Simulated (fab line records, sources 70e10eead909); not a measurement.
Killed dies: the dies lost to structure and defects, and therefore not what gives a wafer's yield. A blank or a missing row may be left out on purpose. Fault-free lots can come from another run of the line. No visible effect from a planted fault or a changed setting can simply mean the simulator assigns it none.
Matching of chambers || flow nand-harc || NHARC_A_WL_FILL_CMP_12 on cmp-04 has 4 sister chambers
The step polishes, t overpolish 30 s, target thk 75 nm. 8 wafers are shown with their chamber, then 12 later ones without.

WAFERS PAIRED WITH THEIR CHAMBERS
{"wafer": "L078.6", "chamber": 0, "motor-current-A (A)": 11.1, "time-to-endpoint-s (s)": 17.1}
{"wafer": "L081.2", "chamber": 3, "motor-current-A (A)": 12.3, "time-to-endpoint-s (s)": 11.9}
{"wafer": "L081.4", "chamber": 1, "motor-current-A (A)": 11.5, "time-to-endpoint-s (s)": 15.9}
{"wafer": "L085.2", "chamber": 1, "motor-current-A (A)": 11.2, "time-to-endpoint-s (s)": 17.1}
{"wafer": "L085.4", "chamber": 0, "motor-current-A (A)": 11.2, "time-to-endpoint-s (s)": 18.9}
{"wafer": "L086.1", "chamber": 3, "motor-current-A (A)": 12.1, "time-to-endpoint-s (s)": 15.3}
{"wafer": "L086.4", "chamber": 2, "motor-current-A (A)": 12.1, "time-to-endpoint-s (s)": 14.7}
{"wafer": "L086.5", "chamber": 2, "motor-current-A (A)": 11.9, "time-to-endpoint-s (s)": 14.8}

WAFERS MISSING THEIR CHAMBER
{"wafer": "L087.1", "motor-current-A (A)": 11.7, "time-to-endpoint-s (s)": 14.3}
{"wafer": "L087.2", "motor-current-A (A)": 11.8, "time-to-endpoint-s (s)": 12.9}
{"wafer": "L087.4", "motor-current-A (A)": 11.7, "time-to-endpoint-s (s)": 12.8}
{"wafer": "L091.2", "motor-current-A (A)": 11.3, "time-to-endpoint-s (s)": 14.9}
{"wafer": "L091.3", "motor-current-A (A)": 11.7, "time-to-endpoint-s (s)": 13.2}
{"wafer": "L091.6", "motor-current-A (A)": 11.0, "time-to-endpoint-s (s)": 14.4}
{"wafer": "L092.1", "motor-current-A (A)": 10.9, "time-to-endpoint-s (s)": 14.3}
{"wafer": "L092.3", "motor-current-A (A)": 12.1, "time-to-endpoint-s (s)": 14.0}
{"wafer": "L092.4", "motor-current-A (A)": 11.3, "time-to-endpoint-s (s)": 15.7}
{"wafer": "L097.1", "motor-current-A (A)": 12.1, "time-to-endpoint-s (s)": 15.6}
{"wafer": "L097.2", "motor-current-A (A)": 11.6, "time-to-endpoint-s (s)": 15.8}
{"wafer": "L097.4", "motor-current-A (A)": 11.3, "time-to-endpoint-s (s)": 16.6}

WHICH CHAMBER EACH ONE RAN IN
{"wafer": "L087.1", "from the rows above": "can't be placed: 2 or 1 or 3", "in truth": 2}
{"wafer": "L087.2", "from the rows above": "can't be placed: 2 or 3", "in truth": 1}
{"wafer": "L087.4", "from the rows above": "can't be placed: 2 or 3 or 1", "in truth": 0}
{"wafer": "L091.2", "from the rows above": "can't be placed: 1 or 0", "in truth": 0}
{"wafer": "L091.3", "from the rows above": "can't be placed: 2 or 1 or 3", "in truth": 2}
{"wafer": "L091.6", "from the rows above": "can't be placed: 0 or 1", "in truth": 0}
{"wafer": "L092.1", "from the rows above": "can't be placed: 0 or 1", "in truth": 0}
{"wafer": "L092.3", "from the rows above": "can't be placed: 3 or 2", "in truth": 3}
{"wafer": "L092.4", "from the rows above": "can't be placed: 1 or 0", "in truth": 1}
{"wafer": "L097.1", "from the rows above": "can't be placed: 2 or 3", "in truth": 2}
{"wafer": "L097.2", "from the rows above": "can't be placed: 1 or 2 or 0", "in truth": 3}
{"wafer": "L097.4", "from the rows above": "can't be placed: 1 or 0", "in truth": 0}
0 of 12 placed correctly. From these rows, 12 cannot be placed; in 9 the true chamber is one of the candidates. Wrongly placed: 0.
How it was worked out, from the rows above alone: a wafer's distance from a chamber is the root of the sum, over the readings, of the square of ((its reading less the chamber's mean) divided by the reading's scatter). If the next closest chamber is less than 2 further off than the closest, the wafer can't be placed; otherwise it belongs to the closest. Each chamber's mean is taken over the wafers shown for it. The scatter is the square root of a quotient: the sum, over the shown wafers, of each reading's squared deviation from its chamber's mean, divided by wafers minus chambers.
